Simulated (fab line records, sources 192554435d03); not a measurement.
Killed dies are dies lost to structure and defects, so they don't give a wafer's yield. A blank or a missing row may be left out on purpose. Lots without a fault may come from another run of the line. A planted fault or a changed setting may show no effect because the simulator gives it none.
Chamber matching | flow n5_finfet | N5_BEOL_M12_ILD_DEP_00 on pecvd-04: 3 sister chambers
The step deposits SiOC from DEMS/O2, target thk 658.92 nm, time 130.7 s. 14 wafers are shown with their chamber, then 7 later ones without.

WAFERS WITH THEIR CHAMBER
wafer  | chamber | throttle_valve_pct (%) | showerhead_plenum_p_Torr (Torr) | heater_power_w (W)
L074.2 | 2       | 11.4                   | 5.711                           | 426
L074.3 | 0       | 13.1                   | 5.697                           | 393
L074.5 | 2       | 11.3                   | 5.681                           | 432
L078.1 | 0       | 12.9                   | 5.721                           | 426
L078.3 | 1       | 12.9                   | 5.681                           | 463
L078.6 | 2       | 11.3                   | 5.694                           | 441
L082.1 | 0       | 12.8                   | 5.713                           | 419
L082.2 | 1       | 12.6                   | 5.690                           | 410
L082.3 | 0       | 12.4                   | 5.701                           | 450
L085.3 | 1       | 12.5                   | 5.716                           | 384
L085.4 | 0       | 12.5                   | 5.698                           | 448
L085.6 | 0       | 12.6                   | 5.707                           | 448
L088.1 | 2       | 10.9                   | 5.696                           | 445
L088.3 | 0       | 12.8                   | 5.711                           | 380

SIGNATURES (means of the wafers above)
reading                  | chamber 0 | chamber 1 | chamber 2 | scatter within a chamber
throttle_valve_pct       | 12.729    | 12.667    | 11.225    | 0.231
showerhead_plenum_p_Torr | 5.70686   | 5.69567   | 5.69550   | 0.012
heater_power_w           | 423.43    | 419.00    | 436.00    | 27.3
Rule: a wafer's distance from a chamber is the root of the sum, over the readings, of the square of ((its reading less the chamber's mean) divided by the reading's scatter). The wafer belongs to the nearest chamber; if the next one is less than 2 further off, it can't be placed. The scatter: the root of (the sum of the squares of (reading less its chamber's mean) over the shown wafers, divided by (wafers less chambers)).

WAFERS WITHOUT THEIR CHAMBER
wafer  | throttle_valve_pct (%) | showerhead_plenum_p_Torr (Torr) | heater_power_w (W)
L088.5 | 12.7                   | 5.697                           | 406
L091.2 | 13.0                   | 5.690                           | 425
L091.3 | 10.7                   | 5.697                           | 482
L091.4 | 12.7                   | 5.701                           | 433
L092.2 | 12.6                   | 5.688                           | 482
L092.5 | 10.9                   | 5.704                           | 405
L092.6 | 12.6                   | 5.693                           | 382

WHICH CHAMBER EACH WENT THROUGH
wafer  | from the rows above     | in truth
L088.5 | can't be placed: 1 or 0 | 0
L091.2 | can't be placed: 1 or 0 | 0
L091.3 | 2                       | 2
L091.4 | can't be placed: 0 or 1 | 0
L092.2 | can't be placed: 1 or 0 | 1
L092.5 | 2                       | 2
L092.6 | can't be placed: 1 or 0 | 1
Placed correctly: 2 of 7. Can't be placed from these rows: 5 (the true chamber is among the candidates in 5). Placed wrongly: 0.
